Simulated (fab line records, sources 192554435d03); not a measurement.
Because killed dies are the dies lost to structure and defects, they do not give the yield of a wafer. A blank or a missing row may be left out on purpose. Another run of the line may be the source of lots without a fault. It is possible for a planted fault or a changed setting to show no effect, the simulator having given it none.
Split-lot experiment + flow n5Finfet + 21 wafers read from 7 lots, route of 1938 steps

## ABOUT THE SPLIT
At N5_BEOL_M8_ETCH_62 (etches SOC in N2/H2, target depth 110 nm, overetch 22 nm, time 165 s), the setting timeS was moved away from the recipe's 165 s on 8 of the 21 wafers read, by -20.1% to +15.6%. For the rest of the wafers, this setting stayed at what the recipe calls for.

Reading taken at the split's own step.

## THE READING
SiARC_of_BEOL_M8_COAT_60.thkNm (the simulator's own value, which no gauge read), in nm, at N5_BEOL_M8_ETCH_62 (etches SOC in N2/H2, target depth 110 nm, overetch 22 nm, time 165 s). The file gives no usual value for it. Across the 13 wafers here that went through the recipe, the average is 28.4 nm and the standard deviation 0.16 nm.

| wafer  | tool, chamber at the split | timeS as run, s | against the recipe | SiARC_of_BEOL_M8_COAT_60.thkNm, nm | against lot-mates on the recipe |
|--------|----------------------------|-----------------|--------------------|------------------------------------|---------------------------------|
| L077.2 | rieDiel-03, 3              | 138.8           | -15.9%             | 29.4                               | +1.1                            |
| L077.4 | rieDiel-03, 0              | 165             | recipe             | 28.2                               | -                               |
| L077.6 | rieDiel-03, 0              | 165             | recipe             | 28.4                               | -                               |
| L078.1 | rieDiel-04, 1              | 165             | recipe             | 28.4                               | -                               |
| L078.5 | rieDiel-04, 1              | 165             | recipe             | 28.4                               | -                               |
| L078.6 | rieDiel-04, 0              | 181             | +9.7%              | 27.6                               | -0.8                            |
| L079.4 | rieDiel-04, 2              | 165             | recipe             | 28.2                               | -                               |
| L079.6 | rieDiel-04, 2              | 165             | recipe             | 28.2                               | -                               |
| L079.5 | rieDiel-04, 3              | 165             | recipe             | 28                                 | -                               |
| L082.1 | rieDiel-02, 3              | 190.7           | +15.6%             | 27.4                               | -1.1                            |
| L082.4 | rieDiel-02, 2              | 165             | recipe             | 28.6                               | -                               |
| L082.6 | rieDiel-02, 1              | 165             | recipe             | 28.4                               | -                               |
| L084.3 | rieDiel-02, 3              | 131.9           | -20.1%             | 29.8                               | no lot-mate on the recipe       |
| L084.4 | rieDiel-02, 2              | 131.9           | -20.1%             | 30                                 | no lot-mate on the recipe       |
| L084.5 | rieDiel-02, 0              | 131.9           | -20.1%             | 29.6                               | no lot-mate on the recipe       |
| L086.2 | rieDiel-03, 1              | 165             | recipe             | 28.6                               | -                               |
| L086.3 | rieDiel-03, 0              | 165             | recipe             | 28.4                               | -                               |
| L086.4 | rieDiel-03, 0              | 182.7           | +10.7%             | 27.8                               | -0.7                            |
| L089.1 | rieDiel-03, 0,3            | 165             | recipe             | 28.4                               | -                               |
| L089.3 | rieDiel-03, 0,3            | 165             | recipe             | 28.4                               | -                               |
| L089.5 | rieDiel-03, 3              | 176.3           | +6.8%              | 28                                 | -0.4                            |
If several chambers appear in one row, that row covers several wafers at once and the file leaves open which wafer was in which chamber.

THE FIT
A straight line over all 21 wafers: SiARC_of_BEOL_M8_COAT_60.thkNm changes by -0.0681 nm for each +1% of timeS; r = -0.97; the points scatter about the line by 0.16 nm.
The same after taking each lot's own level away (the mean of its wafers on the recipe; 18 wafers): -0.0701 nm for each +1%; r = -0.98; scatter 0.083 nm.
The reading moves by 1.4 nm for the largest change in timeS, on that fit.
The lots' own levels span 28.13 to 28.50 nm, that is 2.3 times the standard deviation above.
Hence the lot-to-lot level has little effect on the slope; both slopes agree.
Check: with one of the wafers moved furthest among these (-15.9%) left out of the fit, the line predicts +1.12 nm for it against its lot-mates. Against them it came out at +1.1 nm.

## THE OTHER SPLITS THESE WAFERS WENT THROUGH
Other splits were also applied to these wafers ahead of the reading. Each is held against what the fit with the lots' levels taken away leaves over:
| other split on the same wafers  | wafers away from the commonest value | r with SiARC_of_BEOL_M8_COAT_60.thkNm (lot level and that fit taken away) |
|---------------------------------|--------------------------------------|---------------------------------------------------------------------------|
| N5_BEOL_M5_TRENCH_ETCH_37 biasW | 7                                    | -0.57                                                                     |
| N5_BEOL_M6_ETCH_62 timeS        | 6                                    | +0.12                                                                     |
| N5_BEOL_M6_COAT_22 spinRpm      | 8                                    | -0.05                                                                     |
| N5_BEOL_M7_COAT_71 spinRpm      | 7                                    | +0.22                                                                     |
| N5_BEOL_M7_EXPOSE_25 doseMj     | 7                                    | -0.09                                                                     |

## FILE'S OWN FIT
SiARC_of_BEOL_M8_COAT_60.thkNm changes by -0.0701 nm for each +1% of timeS, r = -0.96.
